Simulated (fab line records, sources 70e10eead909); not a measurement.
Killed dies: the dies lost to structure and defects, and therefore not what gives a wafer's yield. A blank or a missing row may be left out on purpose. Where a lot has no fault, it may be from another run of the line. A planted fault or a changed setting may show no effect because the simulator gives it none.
Which of the tools did it? || flow nand-harc || 12 lots, 36 wafers sampled, at 6 steps of a route of 1159

WHAT EACH GAUGE READ, for each wafer
NHARC_P_GATE_INSPECT_28. Usual: raw-defect-count at 6.5, with a standard deviation of 3.
{"lot": "L933", "measured": "day 5 00:43", "on": "defect-inspect-02", "raw-defect-count": "6 6 10", "flag": ""}
{"lot": "L934", "measured": "day 5 00:52", "on": "defect-inspect-01", "raw-defect-count": "13 9 9", "flag": ""}
{"lot": "L935", "measured": "day 5 14:41", "on": "defect-inspect-01", "raw-defect-count": "6 6 7", "flag": ""}
{"lot": "L936", "measured": "day 5 14:29", "on": "defect-inspect-01", "raw-defect-count": "8 4 8", "flag": ""}
{"lot": "L937", "measured": "day 5 22:18", "on": "defect-inspect-02", "raw-defect-count": "10 3 4", "flag": ""}
{"lot": "L938", "measured": "day 6 10:07", "on": "defect-inspect-02", "raw-defect-count": "3 7 6", "flag": ""}
{"lot": "L940", "measured": "day 6 14:50", "on": "defect-inspect-01", "raw-defect-count": "38 6 7", "flag": "OFF"}
{"lot": "L941", "measured": "day 6 22:41", "on": "defect-inspect-01", "raw-defect-count": "12 9 31", "flag": "OFF"}
{"lot": "L944", "measured": "day 7 23:14", "on": "defect-inspect-02", "raw-defect-count": "8 5 4", "flag": ""}
{"lot": "L949", "measured": "day 8 19:10", "on": "defect-inspect-01", "raw-defect-count": "8 7 8", "flag": ""}
{"lot": "L953", "measured": "day 10 00:51", "on": "defect-inspect-02", "raw-defect-count": "8 5 13", "flag": ""}
{"lot": "L954", "measured": "day 10 06:04", "on": "defect-inspect-01", "raw-defect-count": "3 5 7", "flag": ""}

NHARC_END_SORT_01. Usual: killed-at-array 27, standard deviation 12; killed-at-other 0.9, standard deviation 1.1; killed-at-periphery 3.2, standard deviation 2.4; killed-dies 31, standard deviation 12; killed-open 3.3, standard deviation 1.7; killed-short 2.0, standard deviation 1.6.
{"lot": "L940", "measured": "day 24 05:25", "on": "prober-01", "killed-at-array": "19 20 21", "killed-at-other": "0 1 0", "killed-at-periphery": "20 4 5", "killed-dies": "39 25 26", "killed-open": "4 4 3", "killed-short": "1 1 1", "flag": ""}
{"lot": "L941", "measured": "day 24 19:25", "on": "prober-01", "killed-at-array": "19 22 23", "killed-at-other": "1 1 2", "killed-at-periphery": "4 6 19", "killed-dies": "24 29 44", "killed-open": "2 6 2", "killed-short": "1 1 5", "flag": ""}

WHAT TOOL EACH LOT RAN ON (gives the tool, then ch and the chambers of the sampled wafers, and finally the start)
{"lot": "L933", "NHARC_P_GATE_DESCUM_13": "rie-diel-11 ch 1,2,3, day 4 10:58", "NHARC_P_GATE_DEP_103": "pecvd-02 ch 0,2, day 4 23:58", "NHARC_P_GATE_ALD_36": "ald-sin-03 ch 1,2,3, day 5 03:14", "NHARC_P_GATE_STRIP_101": "rie-diel-07 ch 0,3, day 5 12:17"}
{"lot": "L934", "NHARC_P_GATE_DESCUM_13": "rie-diel-11 ch 0,1,3, day 4 11:05", "NHARC_P_GATE_DEP_103": "pecvd-03 ch 1,2, day 4 23:59", "NHARC_P_GATE_ALD_36": "ald-sin-02 ch 1,2,3, day 5 03:08", "NHARC_P_GATE_STRIP_101": "rie-diel-07 ch 0,3, day 5 13:17"}
{"lot": "L935", "NHARC_P_GATE_DESCUM_13": "rie-diel-07 ch 0,3, day 5 00:09", "NHARC_P_GATE_DEP_103": "pecvd-04 ch 0,1,2, day 5 13:52", "NHARC_P_GATE_ALD_36": "ald-sin-01 ch 0,1, day 5 17:45", "NHARC_P_GATE_STRIP_101": "rie-diel-07 ch 1,2, day 6 04:04"}
{"lot": "L936", "NHARC_P_GATE_DESCUM_13": "rie-diel-13 ch 0,2,3, day 5 00:11", "NHARC_P_GATE_DEP_103": "pecvd-02 ch 0,1,2, day 5 13:46", "NHARC_P_GATE_ALD_36": "ald-sin-02 ch 2,3, day 5 16:33", "NHARC_P_GATE_STRIP_101": "rie-diel-13 ch 0,1,2, day 6 04:21"}
{"lot": "L937", "NHARC_P_GATE_DESCUM_13": "rie-diel-11 ch 0,1,2, day 5 08:04", "NHARC_P_GATE_DEP_103": "pecvd-02 ch 1,2, day 5 21:32", "NHARC_P_GATE_ALD_36": "ald-sin-03 ch 0,1,3, day 5 23:43", "NHARC_P_GATE_STRIP_101": "rie-diel-13 ch 0,1,2, day 6 09:44"}
{"lot": "L938", "NHARC_P_GATE_DESCUM_13": "rie-diel-11 ch 0,1,3, day 5 16:34", "NHARC_P_GATE_DEP_103": "pecvd-02 ch 0,2, day 6 09:22", "NHARC_P_GATE_ALD_36": "ald-sin-01 ch 0,1, day 6 11:27", "NHARC_P_GATE_STRIP_101": "rie-diel-07 ch 1,2,3, day 6 21:08"}
{"lot": "L940", "NHARC_P_GATE_DESCUM_13": "rie-diel-07 ch 0,1, day 6 01:06", "NHARC_P_GATE_DEP_103": "pecvd-02 ch 0,1,2, day 6 14:01", "NHARC_P_GATE_ALD_36": "ald-sin-03 ch 0,1, day 6 16:13", "NHARC_P_GATE_STRIP_101": "rie-diel-13 ch 1,2, day 7 01:46"}
{"lot": "L941", "NHARC_P_GATE_DESCUM_13": "rie-diel-07 ch 0,2,3, day 6 06:07", "NHARC_P_GATE_DEP_103": "pecvd-02 ch 0,1,2, day 6 22:02", "NHARC_P_GATE_ALD_36": "ald-sin-03 ch 0,1,3, day 7 01:05", "NHARC_P_GATE_STRIP_101": "rie-diel-13 ch 1,2, day 7 09:40"}
{"lot": "L944", "NHARC_P_GATE_DESCUM_13": "rie-diel-07 ch 0,2,3, day 7 09:23", "NHARC_P_GATE_DEP_103": "pecvd-03 ch 0,1,2, day 7 22:26", "NHARC_P_GATE_ALD_36": "ald-sin-03 ch 0,1,3, day 8 00:35", "NHARC_P_GATE_STRIP_101": "rie-diel-13 ch 0,2,3, day 8 10:13"}
{"lot": "L949", "NHARC_P_GATE_DESCUM_13": "rie-diel-13 ch 1,3, day 8 03:04", "NHARC_P_GATE_DEP_103": "pecvd-04 ch 0,1,2, day 8 18:24", "NHARC_P_GATE_ALD_36": "ald-sin-02 ch 0,2,3, day 8 20:36", "NHARC_P_GATE_STRIP_101": "rie-diel-13 ch 0,1,2, day 9 06:33"}
{"lot": "L953", "NHARC_P_GATE_DESCUM_13": "rie-diel-11 ch 0,1,3, day 9 10:19", "NHARC_P_GATE_DEP_103": "pecvd-03 ch 1,2, day 10 00:12", "NHARC_P_GATE_ALD_36": "ald-sin-03 ch 0,2,3, day 10 02:11", "NHARC_P_GATE_STRIP_101": "rie-diel-11 ch 0,2,3, day 10 11:50"}
{"lot": "L954", "NHARC_P_GATE_DESCUM_13": "rie-diel-13 ch 0,1,3, day 9 16:13", "NHARC_P_GATE_DEP_103": "pecvd-04 ch 0,2, day 10 05:23", "NHARC_P_GATE_ALD_36": "ald-sin-01 ch 0,3, day 10 08:58", "NHARC_P_GATE_STRIP_101": "rie-diel-11 ch 0,3, day 10 17:31"}
- NHARC_P_GATE_DESCUM_13: chemistry O2, time 3 s.
- NHARC_P_GATE_DEP_103: deposits SiON, target thk 30 nm.
- NHARC_P_GATE_ALD_36: deposits SiNx, target thk 20 nm, pulse time 60 s, ald cycles 223.
- NHARC_P_GATE_STRIP_101: strips in O2, time 20 s.

WHAT THE TOOLS THEMSELVES READ (means of the sampled wafers that have a number; where no wafer has one, the mark that the record gives instead)
NHARC_P_GATE_DESCUM_13. Usual: drypump-motor-current-A 5.7 A, standard deviation 0.54; oes-product-au 0.994 a.u., standard deviation 0.0091; rf-vpp-V 57.9 V, standard deviation 0.95; showerhead-plenum-p-Torr 1.94 Torr, standard deviation 0.074; throttle-valve-pct 11.311 %, standard deviation 0.0089.
{"lot": "L933", "tool": "rie-diel-11", "drypump-motor-current-A (A)": 5.9, "oes-product-au (a.u.)": 0.990, "rf-vpp-V (V)": 57.9, "showerhead-plenum-p-Torr (Torr)": 1.94, "throttle-valve-pct (%)": 11.303, "flag": ""}
{"lot": "L934", "tool": "rie-diel-11", "drypump-motor-current-A (A)": 6.0, "oes-product-au (a.u.)": 1.000, "rf-vpp-V (V)": 57.6, "showerhead-plenum-p-Torr (Torr)": 1.99, "throttle-valve-pct (%)": 11.309, "flag": ""}
{"lot": "L935", "tool": "rie-diel-07", "drypump-motor-current-A (A)": 6.3, "oes-product-au (a.u.)": 0.999, "rf-vpp-V (V)": 58.4, "showerhead-plenum-p-Torr (Torr)": 1.94, "throttle-valve-pct (%)": 11.299, "flag": ""}
{"lot": "L936", "tool": "rie-diel-13", "drypump-motor-current-A (A)": 5.9, "oes-product-au (a.u.)": 0.994, "rf-vpp-V (V)": 58.2, "showerhead-plenum-p-Torr (Torr)": 1.92, "throttle-valve-pct (%)": 11.306, "flag": ""}
{"lot": "L937", "tool": "rie-diel-11", "drypump-motor-current-A (A)": 5.6, "oes-product-au (a.u.)": 0.991, "rf-vpp-V (V)": 58.4, "showerhead-plenum-p-Torr (Torr)": 1.93, "throttle-valve-pct (%)": 11.313, "flag": ""}
{"lot": "L938", "tool": "rie-diel-11", "drypump-motor-current-A (A)": 6.0, "oes-product-au (a.u.)": 1.000, "rf-vpp-V (V)": 58.1, "showerhead-plenum-p-Torr (Torr)": 1.99, "throttle-valve-pct (%)": 11.308, "flag": ""}
{"lot": "L940", "tool": "rie-diel-07", "drypump-motor-current-A (A)": 5.4, "oes-product-au (a.u.)": 0.984, "rf-vpp-V (V)": 57.1, "showerhead-plenum-p-Torr (Torr)": 1.87, "throttle-valve-pct (%)": 11.306, "flag": ""}
{"lot": "L941", "tool": "rie-diel-07", "drypump-motor-current-A (A)": 6.0, "oes-product-au (a.u.)": 1.001, "rf-vpp-V (V)": 57.9, "showerhead-plenum-p-Torr (Torr)": 1.98, "throttle-valve-pct (%)": 11.319, "flag": ""}
{"lot": "L944", "tool": "rie-diel-07", "drypump-motor-current-A (A)": 6.1, "oes-product-au (a.u.)": 0.996, "rf-vpp-V (V)": 58.5, "showerhead-plenum-p-Torr (Torr)": 1.98, "throttle-valve-pct (%)": 11.310, "flag": ""}
{"lot": "L949", "tool": "rie-diel-13", "drypump-motor-current-A (A)": 5.5, "oes-product-au (a.u.)": 0.989, "rf-vpp-V (V)": 58.1, "showerhead-plenum-p-Torr (Torr)": 1.97, "throttle-valve-pct (%)": 11.310, "flag": ""}
{"lot": "L953", "tool": "rie-diel-11", "drypump-motor-current-A (A)": 6.0, "oes-product-au (a.u.)": 0.999, "rf-vpp-V (V)": 58.2, "showerhead-plenum-p-Torr (Torr)": 1.98, "throttle-valve-pct (%)": 11.306, "flag": ""}
{"lot": "L954", "tool": "rie-diel-13", "drypump-motor-current-A (A)": 5.6, "oes-product-au (a.u.)": 0.997, "rf-vpp-V (V)": 58.5, "showerhead-plenum-p-Torr (Torr)": 1.95, "throttle-valve-pct (%)": 11.309, "flag": ""}

NHARC_P_GATE_DEP_103. Usual: heater-power-w at 737 W, with a standard deviation of 67.
{"lot": "L933", "tool": "pecvd-02", "heater-power-w (W)": 679, "flag": ""}
{"lot": "L934", "tool": "pecvd-03", "heater-power-w (W)": 812, "flag": ""}
{"lot": "L935", "tool": "pecvd-04", "heater-power-w (W)": 675, "flag": ""}
{"lot": "L936", "tool": "pecvd-02", "heater-power-w (W)": 699, "flag": ""}
{"lot": "L937", "tool": "pecvd-02", "heater-power-w (W)": 697, "flag": ""}
{"lot": "L938", "tool": "pecvd-02", "heater-power-w (W)": 723, "flag": ""}
{"lot": "L940", "tool": "pecvd-02", "heater-power-w (W)": 708, "flag": ""}
{"lot": "L941", "tool": "pecvd-02", "heater-power-w (W)": 692, "flag": ""}
{"lot": "L944", "tool": "pecvd-03", "heater-power-w (W)": 803, "flag": ""}
{"lot": "L949", "tool": "pecvd-04", "heater-power-w (W)": 757, "flag": ""}
{"lot": "L953", "tool": "pecvd-03", "heater-power-w (W)": 789, "flag": ""}
{"lot": "L954", "tool": "pecvd-04", "heater-power-w (W)": 724, "flag": ""}

NHARC_P_GATE_ALD_36. Usual: heater-power-w 888 W, standard deviation 77; precursor-pulse-height-rel 0.998, standard deviation 0.018.
{"lot": "L933", "tool": "ald-sin-03", "heater-power-w (W)": 882, "precursor-pulse-height-rel": 1.014, "flag": ""}
{"lot": "L934", "tool": "ald-sin-02", "heater-power-w (W)": 907, "precursor-pulse-height-rel": 0.996, "flag": ""}
{"lot": "L935", "tool": "ald-sin-01", "heater-power-w (W)": 882, "precursor-pulse-height-rel": 0.985, "flag": ""}
{"lot": "L936", "tool": "ald-sin-02", "heater-power-w (W)": 907, "precursor-pulse-height-rel": 0.992, "flag": ""}
{"lot": "L937", "tool": "ald-sin-03", "heater-power-w (W)": 854, "precursor-pulse-height-rel": 0.993, "flag": ""}
{"lot": "L938", "tool": "ald-sin-01", "heater-power-w (W)": 876, "precursor-pulse-height-rel": 1.001, "flag": ""}
{"lot": "L940", "tool": "ald-sin-03", "heater-power-w (W)": 898, "precursor-pulse-height-rel": 0.973, "flag": ""}
{"lot": "L941", "tool": "ald-sin-03", "heater-power-w (W)": 850, "precursor-pulse-height-rel": 1.002, "flag": ""}
{"lot": "L944", "tool": "ald-sin-03", "heater-power-w (W)": 854, "precursor-pulse-height-rel": 1.003, "flag": ""}
{"lot": "L949", "tool": "ald-sin-02", "heater-power-w (W)": 876, "precursor-pulse-height-rel": 0.998, "flag": ""}
{"lot": "L953", "tool": "ald-sin-03", "heater-power-w (W)": 903, "precursor-pulse-height-rel": 1.007, "flag": ""}
{"lot": "L954", "tool": "ald-sin-01", "heater-power-w (W)": 907, "precursor-pulse-height-rel": 0.987, "flag": ""}

NHARC_P_GATE_STRIP_101. Usual: drypump-motor-current-A 5.8 A, standard deviation 0.53; oes-product-au 0.996 a.u., standard deviation 0.0092; rf-vpp-V 57.9 V, standard deviation 0.77; showerhead-plenum-p-Torr 3.56 Torr, standard deviation 0.13; throttle-valve-pct 17.035 %, standard deviation 0.009.
{"lot": "L933", "tool": "rie-diel-07", "drypump-motor-current-A (A)": 6.3, "oes-product-au (a.u.)": 1.001, "rf-vpp-V (V)": 58.0, "showerhead-plenum-p-Torr (Torr)": 3.56, "throttle-valve-pct (%)": 17.035, "flag": ""}
{"lot": "L934", "tool": "rie-diel-07", "drypump-motor-current-A (A)": 6.3, "oes-product-au (a.u.)": 1.008, "rf-vpp-V (V)": 58.1, "showerhead-plenum-p-Torr (Torr)": 3.56, "throttle-valve-pct (%)": 17.037, "flag": ""}
{"lot": "L935", "tool": "rie-diel-07", "drypump-motor-current-A (A)": 5.5, "oes-product-au (a.u.)": 0.993, "rf-vpp-V (V)": 57.5, "showerhead-plenum-p-Torr (Torr)": 3.63, "throttle-valve-pct (%)": 17.041, "flag": ""}
{"lot": "L936", "tool": "rie-diel-13", "drypump-motor-current-A (A)": 5.6, "oes-product-au (a.u.)": 0.997, "rf-vpp-V (V)": 57.4, "showerhead-plenum-p-Torr (Torr)": 3.51, "throttle-valve-pct (%)": 17.036, "flag": ""}
{"lot": "L937", "tool": "rie-diel-13", "drypump-motor-current-A (A)": 5.6, "oes-product-au (a.u.)": 1.000, "rf-vpp-V (V)": 58.1, "showerhead-plenum-p-Torr (Torr)": 3.51, "throttle-valve-pct (%)": 17.035, "flag": ""}
{"lot": "L938", "tool": "rie-diel-07", "drypump-motor-current-A (A)": 5.5, "oes-product-au (a.u.)": 1.002, "rf-vpp-V (V)": 57.8, "showerhead-plenum-p-Torr (Torr)": 3.66, "throttle-valve-pct (%)": 17.044, "flag": ""}
{"lot": "L940", "tool": "rie-diel-13", "drypump-motor-current-A (A)": 5.6, "oes-product-au (a.u.)": 0.998, "rf-vpp-V (V)": 57.1, "showerhead-plenum-p-Torr (Torr)": 3.53, "throttle-valve-pct (%)": 17.033, "flag": ""}
{"lot": "L941", "tool": "rie-diel-13", "drypump-motor-current-A (A)": 5.5, "oes-product-au (a.u.)": 0.997, "rf-vpp-V (V)": 58.0, "showerhead-plenum-p-Torr (Torr)": 3.52, "throttle-valve-pct (%)": 17.040, "flag": ""}
{"lot": "L944", "tool": "rie-diel-13", "drypump-motor-current-A (A)": 5.9, "oes-product-au (a.u.)": 0.990, "rf-vpp-V (V)": 58.3, "showerhead-plenum-p-Torr (Torr)": 3.53, "throttle-valve-pct (%)": 17.026, "flag": ""}
{"lot": "L949", "tool": "rie-diel-13", "drypump-motor-current-A (A)": 5.6, "oes-product-au (a.u.)": 0.998, "rf-vpp-V (V)": 57.2, "showerhead-plenum-p-Torr (Torr)": 3.50, "throttle-valve-pct (%)": 17.033, "flag": ""}
{"lot": "L953", "tool": "rie-diel-11", "drypump-motor-current-A (A)": 6.0, "oes-product-au (a.u.)": 1.001, "rf-vpp-V (V)": 57.2, "showerhead-plenum-p-Torr (Torr)": 3.50, "throttle-valve-pct (%)": 17.030, "flag": ""}
{"lot": "L954", "tool": "rie-diel-11", "drypump-motor-current-A (A)": 6.1, "oes-product-au (a.u.)": 1.003, "rf-vpp-V (V)": 58.3, "showerhead-plenum-p-Torr (Torr)": 3.59, "throttle-valve-pct (%)": 17.036, "flag": ""}

THE ANSWER, worked out from the rows above alone
Rule: a lot counts as off when the mean over its wafers that have a number is more than 3 standard deviations away from the usual mean. A lot without any number at a reading at which 4 lots or more have one is off too. Any other lot the step has rows for is counted as sound. First the gauges in route order, then the tools' own readings, where a lot's mean is used as printed above. The first step at which some lot is off is used, and at that step the reading that is off furthest; a lot without a number counts as furthest.
Off, at NHARC_P_GATE_INSPECT_28 on raw-defect-count: L940, L941.
A tool fits if, at a process step before that reading, it ran every lot that is off, and no sound lot after the first of them. Those tools and the gauges at NHARC_P_GATE_INSPECT_28 are tried in the same way. One fits: pecvd-02 at NHARC_P_GATE_DEP_103. A fault onset in the window from L938 (day 6 09:22, its last sound lot) to L940 (day 6 14:01, its first lot off) fits.

WHAT THE SIMULATOR HAD INSERTED
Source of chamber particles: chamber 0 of pecvd-02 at NHARC_P_GATE_DEP_103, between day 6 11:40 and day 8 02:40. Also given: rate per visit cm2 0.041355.
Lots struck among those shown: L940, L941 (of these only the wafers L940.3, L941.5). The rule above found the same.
